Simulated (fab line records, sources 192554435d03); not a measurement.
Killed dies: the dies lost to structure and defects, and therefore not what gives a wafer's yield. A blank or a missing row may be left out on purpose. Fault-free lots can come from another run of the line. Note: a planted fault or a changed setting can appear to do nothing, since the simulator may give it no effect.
fab line records ; flow n5-finfet
record: lots: 6; wafers: 18; last-day: 17
route steps=1938 shown BEOL_M9@1463 BEOL_M10@1470 PASSIVATION@1936
lots that met no fault: taken from a fault-free run of the same line
start-h: the number of hours between the record's first day and the start of the first shown wafer of the lot ; wait-h: hours since the lot's step before ; " same as the row above ; L1.1+2: one row covering several wafers at once ; - no value present, or no start provided ; * or withheld: withheld ; < > ~ a bound
route shown NAME@n: a module of which the file shows steps, and the number in the route of the first ; usual: mean and standard deviation over wafers with no fault ; same: alike in all rows ; chamber/n: place in a boat ; sites: the reading at each site ; _std_site: how widely they spread, as a standard deviation ; _edge_site: outer sites' mean less inner sites' ; radius-mm: how far each site lies from the wafer's centre ; mask NAME#n: copy n ; behind: the tool/chamber that last shaped the wafer ; hold: the reason the lot was held/the length of the hold in hours/how it ended ; device: the n, p or np transistor that did not switch ; end of line: the tests these same wafers got at the end of their route ; a step without rows: its recipe alone ; killed: count of dies lost to structure and defects at first sort (not the wafer's yield) ; map: dies across one wafer; x = killed, . = not, _ = none there
set.NAME: the setting that was run; set.NAME@STEP: the one run at that earlier step ; model.NAME: the simulator's own value behind a step, which no gauge read
certain route steps with their lots: each step a table, each wafer a row
services: a tool's chamber out of use, with start hour (start-h, from the record's first day; less than 0 if before it), hours out, and reason
== steps ==
step: N5_BEOL_M9_ANNEAL_51
recipe: temp-c: 225; time-s: 90; ambient: N2
usual: wafer_temp_C_max: 226.0/0.43
lot.wafer;tool;chamber;start-h;wait-h;wafer_temp_C_max
L586.4;rtp-anneal-01;0;242.23;0.2;225.6
L586.5;rtp-anneal-01;0;242.23;0.2;225.7
L586.6;rtp-anneal-01;0;242.23;0.2;225.4
L591.1;rtp-anneal-02;0;254.87;0.3;226.6
L591.2;rtp-anneal-02;0;254.87;0.3;226.2
L591.4;rtp-anneal-02;0;254.87;0.3;226.5
L590.1;rtp-anneal-01;0;257.26;0.1;225.7
L590.3;rtp-anneal-01;0;257.26;0.1;225.8
L590.6;rtp-anneal-01;0;257.26;0.1;225.9
L592.1;rtp-anneal-02;0;271.12;0.5;226.4
L592.5;rtp-anneal-02;0;271.12;0.5;227.3
L592.6;rtp-anneal-02;0;271.12;0.5;226.6
L599.1;rtp-anneal-01;0;327.81;0.2;225.7
L599.3;rtp-anneal-01;0;327.81;0.2;225.4
L599.4;rtp-anneal-01;0;327.81;0.2;225.5
L600.1;rtp-anneal-01;0;338.84;0.1;225.8
L600.4;rtp-anneal-01;0;338.84;0.1;225.6
L600.5;rtp-anneal-01;0;338.84;0.1;225.8
step: N5_BEOL_M9_CMP_52
recipe: stop-on: SiCOH_lowk; t-overpolish-s: 7; down-force-psi: 1; platen-rpm: 50; clearing-platen-down-force-psi: 1.5; clearing-platen-rpm: 50; post-cmp-clean: cu-alkaline; target-thk-nm: 140; clearing-platen-pad-velocity-m-s: 0.99484; pad-velocity-m-s: 0.99484
usual: barrier-field-endpoint-s: 28.9/0.81; motor-current-A: 6.1/0.59; overpolish-run-s: 7.001/0.0091; time-to-endpoint-s: 66/3.4
lot.wafer;tool;chamber;start-h;wait-h;barrier-field-endpoint-s;motor-current-A;overpolish-run-s;time-to-endpoint-s
L586.4;cmp-03;0;242.39;0.1;29.9;4.9;7.013;71
L586.5;cmp-03;0;242.39;0.1;29.0;5.6;7.009;69
L586.6;cmp-03;1;242.39;0.1;28.4;6.7;7.009;67
L591.2;cmp-01;1;255.20;0.2;28.5;6.8;7.004;63
L591.1;cmp-01;2;255.20;0.2;28.3;6.3;6.994;63
L591.4;cmp-01;3;255.20;0.2;29.2;6.7;7.005;64
L590.1;cmp-03;0;257.67;0.4;28.5;5.3;7.001;69
L590.3;cmp-03;2;257.67;0.4;30.2;6.5;6.994;68
L590.6;cmp-03;0;257.67;0.4;29.3;5.3;7.004;71
L592.1;cmp-03;0;271.42;0.3;29.6;5.3;7.012;67
L592.6;cmp-03;0;271.42;0.3;30.0;5.2;7.002;66
L592.5;cmp-03;1;271.42;0.3;28.8;7.3;7.011;64
L599.1;cmp-03;1;328.11;0.3;27.5;7.4;7.004;63
L599.3;cmp-03;2;328.11;0.3;27.6;6.5;6.991;66
L599.4;cmp-03;0;328.11;0.3;28.2;5.0;6.988;65
L600.4;cmp-03;3;339.13;0.1;30.0;5.5;6.991;66
L600.1;cmp-03;1;339.13;0.1;28.7;7.3;6.984;63
L600.5;cmp-03;0;339.13;0.1;28.1;5.2;6.993;62
step: N5_BEOL_M9_THK_MEAS_53
recipe: thk-meas-gauge: xrf; reads: Cu_of_BEOL_M9_ECD_50
usual: M9_THK: 139/3.2
lot.wafer;tool;chamber;start-h;wait-h;M9_THK[nm]
L586.4;film-metro-01;-;242.69;-;136
L586.5;film-metro-01;-;242.69;-;141
L586.6;film-metro-01;-;242.69;-;138
L591.1;film-metro-01;-;255.46;-;129
L591.2;film-metro-01;-;255.46;-;136
L591.4;film-metro-01;-;255.46;-;137
L590.1;film-metro-01;-;257.92;-;140
L590.3;film-metro-01;-;257.92;-;144
L590.6;film-metro-01;-;257.92;-;147
L592.1;film-metro-02;-;271.71;-;130
L592.5;film-metro-02;-;271.71;-;140
L592.6;film-metro-02;-;271.71;-;138
L599.1;film-metro-02;-;328.40;-;138
L599.3;film-metro-02;-;328.40;-;139
L599.4;film-metro-02;-;328.40;-;139
L600.1;film-metro-02;-;339.43;-;137
L600.4;film-metro-02;-;339.43;-;138
L600.5;film-metro-02;-;339.43;-;137
step: N5_BEOL_M9_PRE_CLEAN_55
recipe: gas: NH3; time-s: 15; temp-c: withheld; rf-power-w: 300
step: N5_BEOL_M9_DEP_56
recipe: material: SiCN; target-thk-a: 150; temp-c: withheld; precursor: 3MS/NH3; pressure-torr: 3; rf-w: 202; time-s: 26.5
step: N5_BEOL_M9_RS_MEAS_57
recipe: thk-meas-gauge: four-point-probe; reads: Cu_of_BEOL_M9_ECD_50+Co_of_BEOL_M9_CVD_78+TaN_of_BEOL_M9_ALD_74
usual: M9_RS: 0.150/0.0035
lot.wafer;tool;chamber;start-h;wait-h;M9_RS[ohm/sq]
L586.4;film-metro-01;-;242.83;0.0;0.155
L586.5;film-metro-01;-;242.83;0.0;0.147
L586.6;film-metro-01;-;242.83;0.0;0.152
L591.1;film-metro-01;-;255.60;0.1;0.164
L591.2;film-metro-01;-;255.60;0.1;0.154
L591.4;film-metro-01;-;255.60;0.1;0.152
L590.1;film-metro-02;-;258.06;0.1;0.151
L590.3;film-metro-02;-;258.06;0.1;0.148
L590.6;film-metro-02;-;258.06;0.1;0.144
L592.1;film-metro-02;-;271.85;0.1;0.163
L592.5;film-metro-02;-;271.85;0.1;0.150
L592.6;film-metro-02;-;271.85;0.1;0.151
L599.1;film-metro-02;-;328.54;0.1;0.151
L599.3;film-metro-02;-;328.54;0.1;0.151
L599.4;film-metro-02;-;328.54;0.1;0.151
L600.1;film-metro-02;-;339.56;0.1;0.153
L600.4;film-metro-02;-;339.56;0.1;0.151
L600.5;film-metro-02;-;339.56;0.1;0.153
step: N5_BEOL_M9_INSPECT_58
recipe: inspect-instrument: darkfield; mode: post-dep
usual: raw-defect-count: 66/21
lot.wafer;tool;chamber;start-h;wait-h;raw-defect-count
L586.4;defect-inspect-02;-;242.85;0.0;128
L586.5;defect-inspect-02;-;242.85;0.0;63
L586.6;defect-inspect-02;-;242.85;0.0;105
L591.1;defect-inspect-02;-;255.62;0.0;119
L591.2;defect-inspect-02;-;255.62;0.0;68
L591.4;defect-inspect-02;-;255.62;0.0;52
L590.1;defect-inspect-01;-;258.08;0.0;36
L590.3;defect-inspect-01;-;258.08;0.0;57
L590.6;defect-inspect-01;-;258.08;0.0;52
L592.1;defect-inspect-02;-;271.87;0.0;62
L592.5;defect-inspect-02;-;271.87;0.0;85
L592.6;defect-inspect-02;-;271.87;0.0;118
L599.1;defect-inspect-02;-;328.57;0.0;60
L599.3;defect-inspect-02;-;328.57;0.0;46
L599.4;defect-inspect-02;-;328.57;0.0;57
L600.1;defect-inspect-01;-;339.59;0.0;61
L600.4;defect-inspect-01;-;339.59;0.0;51
L600.5;defect-inspect-01;-;339.59;0.0;32
step: N5_BEOL_M10_ILD_DEP_00
recipe: material: SiCOH_lowk; target-thk-a: 3085.1; temp-c: 300; precursor: DEMS/porogen; pressure-torr: 5; rf-w: 500; time-s: 58
step: N5_BEOL_M10_CURE_71
recipe: temp-c: 385; time-s: 240; ambient: He/Ar; material: SiCOH_lowk
usual: lamp-power-pct: 52.31/0.059; wafer_temp_C_max: 386.9/0.62
lot.wafer;tool;chamber;start-h;wait-h;lamp-power-pct;wafer_temp_C_max
L586.4;uv-cure-02;1;243.21;0.3;52.29;386.8
L586.5;uv-cure-02;1;243.21;0.3;52.38;387.9
L586.6;uv-cure-02;1;243.21;0.3;52.40;387.5
L591.1;uv-cure-01;2;256.29;0.6;52.26;386.2
L591.2;uv-cure-01;2;256.29;0.6;52.26;385.9
L591.4;uv-cure-01;2;256.29;0.6;52.34;386.2
L590.1;uv-cure-01;2;259.04;0.9;52.32;386.5
L590.3;uv-cure-01;2;259.04;0.9;52.38;386.7
L590.6;uv-cure-01;2;259.04;0.9;52.38;386.2
L592.1;uv-cure-01;1;272.09;0.2;52.31;386.5
L592.5;uv-cure-01;1;272.09;0.2;52.37;385.9
L592.6;uv-cure-01;1;272.09;0.2;52.28;386.3
L599.1;uv-cure-03;2;328.68;0.0;52.33;387.1
L599.3;uv-cure-03;2;328.68;0.0;52.25;386.9
L599.4;uv-cure-03;2;328.68;0.0;52.32;387.0
L600.1;uv-cure-02;1;339.70;0.0;52.25;387.1
L600.4;uv-cure-02;1;339.70;0.0;52.33;388.0
L600.5;uv-cure-02;1;339.70;0.0;52.25;387.5
step: N5_BEOL_M10_THK_MEAS_01
recipe: reads: SiCOH_lowk_of_BEOL_M10_ILD_DEP_00
usual: M10_ILD_THK: 267/4
lot.wafer;tool;chamber;start-h;wait-h;M10_ILD_THK[nm]
L586.4;film-metro-02;-;243.48;0.2;269
L586.5;film-metro-02;-;243.48;0.2;268
L586.6;film-metro-02;-;243.48;0.2;271
L591.1;film-metro-02;-;256.80;0.4;264
L591.2;film-metro-02;-;256.80;0.4;268
L591.4;film-metro-02;-;256.80;0.4;268
L590.1;film-metro-02;-;259.55;0.4;262
L590.3;film-metro-02;-;259.55;0.4;261
L590.6;film-metro-02;-;259.55;0.4;263
L592.1;film-metro-02;-;272.61;0.4;265
L592.5;film-metro-02;-;272.61;0.4;266
L592.6;film-metro-02;-;272.61;0.4;264
L599.1;film-metro-02;-;329.19;0.4;268
L599.3;film-metro-02;-;329.19;0.4;265
L599.4;film-metro-02;-;329.19;0.4;271
L600.1;film-metro-02;-;340.22;0.4;263
L600.4;film-metro-02;-;340.22;0.4;272
L600.5;film-metro-02;-;340.22;0.4;268
step: N5_BEOL_M10_PECVD_70
recipe: material: SiO2; target-thk-a: 200; temp-c: 400; precursor: TEOS/O2; pressure-torr: 5.5; rf-w: 450; teos-flow-sccm: 53.8; gas: O2; flow-sccm: 3000; time-s: 22.7
usual: heater-power-outer-w: 417/51; heater-power-w: 702/74; showerhead-plenum-p-Torr: 8.77/0.052; throttle-valve-pct: 22.8/1.8
lot.wafer;tool;chamber;start-h;wait-h;heater-power-outer-w;heater-power-w;showerhead-plenum-p-Torr;throttle-valve-pct
L586.4;pecvd-03;0;243.53;0.1;531;892;8.71;23.3
L586.5;pecvd-03;1;243.53;0.1;393;611;8.84;25.1
L586.6;pecvd-03;2;243.53;0.1;440;717;8.75;19.7
L591.1;pecvd-03;2;256.84;0.0;414;676;8.78;19.5
L591.2;pecvd-03;0;256.84;0.0;493;853;8.75;23.6
L591.4;pecvd-03;2;256.84;0.0;423;678;8.78;20.1
L590.1;pecvd-02;0;259.59;0.0;448;703;8.66;20.7
L590.3;pecvd-02;1;259.59;0.0;397;655;8.79;23.8
L590.6;pecvd-02;2;259.59;0.0;361;647;8.76;21.0
L592.1;pecvd-03;0;272.64;0.0;440;776;8.73;23.6
L592.5;pecvd-03;2;272.64;0.0;448;717;8.78;20.0
L592.6;pecvd-03;0;272.64;0.0;452;776;8.73;23.6
L599.1;pecvd-03;2;329.23;0.0;362;628;8.77;19.9
L599.3;pecvd-03;1;329.23;0.0;447;669;8.83;24.7
L599.4;pecvd-03;0;329.23;0.0;438;753;8.71;23.6
L600.1;pecvd-01;0;340.25;0.0;447;735;8.75;25.1
L600.4;pecvd-01;1;340.25;0.0;396;666;8.85;22.6
L600.5;pecvd-01;2;340.25;0.0;326;625;8.80;23.4
step: N5_BEOL_M10_HM_DEP_02
recipe: material: TiN; target-thk-a: 200; temp-c: 25; chamber-pressure-pa: 0.49996
usual: chamber-pressure-pa: 0.5001/0.00098; throttle-valve-pct: 30.1/1.1
lot.wafer;tool;chamber;start-h;wait-h;chamber-pressure-pa;throttle-valve-pct
L586.4;pvd-sputter-02;-;243.97;0.4;0.4999;29.4
L586.5;pvd-sputter-02;-;243.97;0.4;0.4985;28.6
L586.6;pvd-sputter-02;-;243.97;0.4;0.5000;29.9
L591.1;pvd-sputter-01;-;257.62;0.8;0.5002;29.6
L591.2;pvd-sputter-01;-;257.62;0.8;0.5012;31.2
L591.4;pvd-sputter-01;-;257.62;0.8;0.5004;29.6
L590.1;pvd-sputter-03;-;262.06;2.4;0.5001;29.1
L590.3;pvd-sputter-03;-;262.06;2.4;0.4982;31.2
L590.6;pvd-sputter-03;-;262.06;2.4;0.4996;31.9
L592.1;pvd-sputter-03;-;273.67;1.0;0.4995;31.1
L592.5;pvd-sputter-03;-;273.67;1.0;0.4995;31.9
L592.6;pvd-sputter-03;-;273.67;1.0;0.4988;29.2
L599.1;pvd-sputter-03;-;330.92;1.7;0.4999;31.2
L599.3;pvd-sputter-03;-;330.92;1.7;0.5011;29.3
L599.4;pvd-sputter-03;-;330.92;1.7;0.4998;29.0
L600.1;pvd-sputter-03;-;340.96;0.7;0.5003;32.0
L600.4;pvd-sputter-03;-;340.96;0.7;0.5002;29.6
L600.5;pvd-sputter-03;-;340.96;0.7;0.5008;29.0
step: N5_BEOL_M10_COAT_59
recipe: resist: SOC; temp-c: 250; time-s: 60; spin-rpm: 1500; resist-thk-nm: 100
usual: heater-power-total-W: 500.9/1.8; plate-temp-C: 249.99/0.17
lot.wafer;tool;chamber;start-h;wait-h;heater-power-total-W;plate-temp-C
L586.4;litho-track-02;0;244.10;0.1;498.8;249.99
L586.5;litho-track-02;0;244.10;0.1;502.9;250.19
L586.6;litho-track-02;0;244.10;0.1;501.3;249.96
L591.1;litho-track-02;0;257.76;0.1;494.9;247.62
L591.2;litho-track-02;0;257.76;0.1;497.2;247.50
L591.4;litho-track-02;0;257.76;0.1;494.6;247.84
L590.1;litho-track-02;0;262.19;0.1;492.5;247.42
L590.3;litho-track-02;0;262.19;0.1;493.0;247.75
L590.6;litho-track-02;0;262.19;0.1;496.4;247.62
L592.1;litho-track-03;0;273.79;0.1;503.2;250.08
L592.5;litho-track-03;0;273.79;0.1;502.7;249.88
L592.6;litho-track-03;0;273.79;0.1;500.3;250.02
L599.1;litho-track-03;0;331.05;0.1;499.3;249.86
L599.3;litho-track-03;0;331.05;0.1;503.3;249.90
L599.4;litho-track-03;0;331.05;0.1;499.1;249.67
L600.1;litho-track-04;0;341.09;0.1;500.1;250.15
L600.4;litho-track-04;0;341.09;0.1;499.8;249.96
L600.5;litho-track-04;0;341.09;0.1;502.1;250.09
step: N5_BEOL_M10_COAT_60
recipe: resist: SiARC; temp-c: 220; time-s: 60; spin-rpm: 1500; resist-thk-nm: 30
step: N5_PASSIVATION_PROBE_49
usual: defect-limited-yield: 91.2/1.4; killed_at_M0_to_M3: 34/11; killed_at_M4_up: 14/6.3; killed-at-contacts: 13/7.4; killed-at-front-end: 38/11; killed-at-other: 4.3/2.9; killed-dies: 103/17; killed-open: 68/12; killed-short: 34/8; sort_bin_4_leakage: 0.00/0.027; sort_bin_5_function: 5.1/0.9; sort_bin_6_memory: 3.3/0.66; sort-n-pass: 1077/17; sort-yield-pct: 91.2/1.4
same: gross-dies: 1180; killed-at-back-side: 0; sort_bin_8_speed[%]: 0
lot.wafer;tool;chamber;start-h;wait-h;defect-limited-yield[%];killed_at_M0_to_M3;killed_at_M4_up;killed-at-contacts;killed-at-front-end;killed-at-other;killed-dies;killed-open;killed-short;sort_bin_4_leakage[%];sort_bin_5_function[%];sort_bin_6_memory[%];sort-n-pass;sort-yield-pct[%]
L586.4;prober-01;-;295.14;0.2;92.8;23;9;11;29;13;85;57;28;0;3.9;3.2;1095;92.8
L586.5;prober-01;-;295.19;0.2;93.4;26;14;7;24;7;78;59;19;0;3.4;3.0;1102;93.4
L586.6;prober-01;-;295.24;0.3;92.1;33;15;13;30;2;93;66;27;0;4.5;3.2;1087;92.1
L591.1;prober-01;-;313.26;0.0;92.6;20;7;17;34;9;87;51;36;0;4.1;3.1;1093;92.6
L591.2;prober-01;-;313.31;0.1;91.2;32;12;33;22;5;104;70;34;0;5.3;3.1;1076;91.2
L591.4;prober-01;-;313.41;0.2;89.8;40;19;23;31;7;120;73;47;0;5.7;4.0;1060;89.8
L590.1;prober-02;-;315.25;0.0;92.7;19;24;8;29;6;86;60;26;0.08;4.2;2.8;1093;92.6
L590.3;prober-02;-;315.35;0.1;90.6;29;29;19;28;6;111;82;25;0;5.3;3.6;1069;90.6
L590.6;prober-02;-;315.50;0.3;93.5;20;19;6;28;4;77;61;16;0;3.8;2.6;1103;93.5
L599.1;prober-02;-;382.95;0.0;92.3;32;8;15;31;5;91;58;33;0;4.6;2.9;1089;92.3
L599.3;prober-02;-;383.05;0.1;93.3;24;13;13;22;7;79;48;26;0;4.5;1.9;1101;93.3
L599.4;prober-02;-;383.10;0.2;93.5;18;13;11;25;10;77;45;31;0;3.7;2.5;1103;93.5
L600.1;prober-01;-;398.23;0.0;89.8;43;11;33;29;4;120;82;38;0;6.1;3.9;1060;89.8
L600.4;prober-01;-;398.38;0.2;89.7;44;21;25;27;4;121;69;52;0;5.3;4.6;1059;89.7
L600.5;prober-01;-;398.43;0.2;88.5;52;31;30;19;4;136;96;39;0;7.0;4.2;1044;88.5
killed by level:class
L586.4 STI_FIN_REVEAL:geometric-particle:open=11 MOL_CONTACT_COAG:geometric-particle:open=10 BEOL_M2:geometric-particle:open=6 FIN_SAQP:geometric-particle:open=4 BEOL_M0_SAQP:geometric-particle:short=4 PAD_METAL:geometric-particle:short=4 FIN_SAQP:geometric-particle:short=3 DUMMY_GATE:geometric-particle:open=3
L586.5 BEOL_M4:geometric-particle:open=12 STI_FIN_REVEAL:geometric-particle:open=9 BEOL_M2:geometric-particle:open=7 BEOL_M3:geometric-particle:open=7 MOL_CONTACT_COAG:geometric-particle:open=6 FIN_SAQP:geometric-particle:short=5 BEOL_M0:geometric-particle:open=5 DUMMY_GATE:geometric-particle:open=4
L586.6 BEOL_M1:geometric-particle:open=14 MOL_CONTACT_COAG:geometric-particle:open=12 FIN_SAQP:geometric-particle:short=11 STI_FIN_REVEAL:geometric-particle:open=6 BEOL_M4:geometric-particle:open=6 BEOL_M3:geometric-particle:open=5 STI_FIN_REVEAL:geometric-particle:short=4 BEOL_M2:geometric-particle:open=4
L591.1 MOL_CONTACT_COAG:geometric-particle:open=13 FIN_SAQP:geometric-particle:open=7 FIN_SAQP:geometric-particle:short=6 BEOL_M3:geometric-particle:open=5 PASS1_DEP:geometric-particle:open=5 MOL_CONTACT_COAG:geometric-particle:short=4 BEOL_M0_SAQP:geometric-particle:short=4 DUMMY_GATE:geometric-particle:open=3
L591.2 MOL_CONTACT_COAG:geometric-particle:open=28 FIN_SAQP:geometric-particle:open=8 BEOL_M0_SAQP:geometric-particle:short=7 BEOL_M0_SAQP:geometric-particle:open=6 BEOL_M3:geometric-particle:open=6 MOL_CONTACT_COAG:geometric-particle:short=5 BEOL_M1:geometric-particle:open=5 BEOL_M4:geometric-particle:short=5
L591.4 MOL_CONTACT_COAG:geometric-particle:open=18 BEOL_M1:geometric-particle:open=13 FIN_SAQP:geometric-particle:open=8 BEOL_M2:geometric-particle:open=8 BEOL_M2:geometric-particle:short=6 BEOL_M4:geometric-particle:open=6 FIN_SAQP:geometric-particle:short=5 MOL_CONTACT_COAG:geometric-particle:short=5
L590.1 BEOL_M4:geometric-particle:open=16 FIN_SAQP:geometric-particle:open=9 MOL_CONTACT_COAG:geometric-particle:open=6 GATE_CUT:geometric-particle:short=5 BEOL_M1:geometric-particle:short=4 MIM_TOP:geometric-particle:open=4 STARTING-WAFER:geometric-particle:short=4 STI_FIN_REVEAL:geometric-particle:open=3
L590.3 BEOL_M4:geometric-particle:open=22 MOL_CONTACT_COAG:geometric-particle:open=17 STI_FIN_REVEAL:geometric-particle:open=9 BEOL_M3:geometric-particle:open=9 BEOL_M1:geometric-particle:open=7 BEOL_M1:geometric-particle:short=5 HKMG_FIN:area-etch=4 FIN_SAQP:geometric-particle:open=3
L590.6 BEOL_M4:geometric-particle:open=9 BEOL_M3:geometric-particle:open=8 STI_FIN_REVEAL:geometric-particle:open=7 FIN_SAQP:geometric-particle:short=5 MOL_CONTACT_COAG:geometric-particle:open=5 BEOL_M1:geometric-particle:open=4 BEOL_M2:geometric-particle:open=4 STARTING-WAFER:geometric-particle:open=4
L599.1 MOL_CONTACT_COAG:geometric-particle:open=13 FIN_SAQP:geometric-particle:short=11 BEOL_M2:geometric-particle:open=11 BEOL_M0_SAQP:geometric-particle:short=7 BEOL_M0_SAQP:geometric-particle:open=6 MIM_TOP_ETCH:geometric-particle:open=5 STI_FIN_REVEAL:geometric-particle:open=4 FIN_SAQP:geometric-particle:open=3
L599.3 MOL_CONTACT_COAG:geometric-particle:open=10 BEOL_M4:geometric-particle:open=8 BEOL_M0_SAQP:geometric-particle:short=8 BEOL_M0_SAQP:geometric-particle:open=8 FIN_SAQP:geometric-particle:short=3 STI_FIN_REVEAL:geometric-particle:open=3 MOL_CONTACT_COAG:geometric-particle:short=3 BEOL_M3:geometric-particle:open=3
L599.4 MOL_CONTACT_COAG:geometric-particle:open=10 BEOL_M4:geometric-particle:open=8 BEOL_M0_SAQP:geometric-particle:short=5 FIN_SAQP:geometric-particle:short=4 ILD0:geometric-particle:short=3 GATE_CUT:geometric-particle:open=3 GATE_CUT:geometric-particle:short=3 BEOL_M1:geometric-particle:open=3
L600.1 MOL_CONTACT_COAG:geometric-particle:open=25 BEOL_M0_SAQP:geometric-particle:open=13 BEOL_M0_SAQP:geometric-particle:short=12 MOL_CONTACT_COAG:geometric-particle:short=8 FIN_SAQP:geometric-particle:open=6 BEOL_M1:geometric-particle:open=6 STI_FIN_REVEAL:geometric-particle:open=5 BEOL_M3:geometric-particle:open=5
L600.4 MOL_CONTACT_COAG:geometric-particle:open=18 BEOL_M0_SAQP:geometric-particle:short=16 BEOL_M0_SAQP:geometric-particle:open=16 GATE_CUT:geometric-particle:short=9 BEOL_M4:geometric-particle:short=8 MOL_CONTACT_COAG:geometric-particle:short=7 GATE_CUT:geometric-particle:open=5 BEOL_M5:geometric-particle:open=4
L600.5 MOL_CONTACT_COAG:geometric-particle:open=28 BEOL_M4:geometric-particle:open=21 BEOL_M0_SAQP:geometric-particle:open=13 BEOL_M0_SAQP:geometric-particle:short=10 BEOL_M3:geometric-particle:open=7 BEOL_M1:geometric-particle:open=6 BEOL_M2:geometric-particle:open=6 BEOL_M1:geometric-particle:short=5
== services ==
tool;chamber;start-h;hours;kind
pecvd-01;2;226.64;4.0;repair
pvd-sputter-02;-;227.10;2.2;repair
uv-cure-01;-;231.89;0.6;repair
uv-cure-03;-;232.91;19.3;repair
litho-track-04;-;242.03;-;consumable-replace:filter
pecvd-02;0;249.92;2.1;scheduled-down
uv-cure-03;-;252.25;24.9;pm
cmp-01;-;256.55;6.9;pm
pvd-sputter-01;-;259.00;8.8;repair
cmp-03;-;261.29;4.6;pm
pecvd-01;1;292.74;2.1;scheduled-down
cmp-03;-;293.23;4.0;pm
pecvd-01;2;295.85;6.1;repair
cmp-03;-;297.23;-;consumable-replace:conditioner
cmp-03;-;297.23;-;consumable-replace:pad
cmp-01;-;301.67;0.4;repair
cmp-03;-;303.83;0.3;repair
pecvd-02;1;307.58;4.4;repair
cmp-01;-;315.33;5.4;pm
pecvd-01;1;317.60;5.5;scheduled-down
cmp-01;-;325.12;3.0;repair
cmp-01;-;334.12;1.2;repair
pecvd-02;-;335.95;0.3;repair
== key ==
first-sign: step: N5_BEOL_M10_COAT_59; reading: plate-temp-C; direction: down; sigmas: 14; usual: *; struck: *
effect: step: N5_BEOL_M10_COAT_59; reading: heater-power-total-W; direction: down; sigmas: 3.5; usual: *; struck: *
met-at N5_BEOL_M10_COAT_59
struck-wafers L590.1,L590.3,L590.6,L591.1,L591.2,L591.4
onset-between 244.10 257.76
fault: kind: process-parameter-drift; tool: litho-track-02; chamber: -; onset-h: 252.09; steps: N5_BEOL_M10_COAT_59; channel: temp-c; offset: *; shape: step; end-h: 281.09; acts-in: *; stated: *
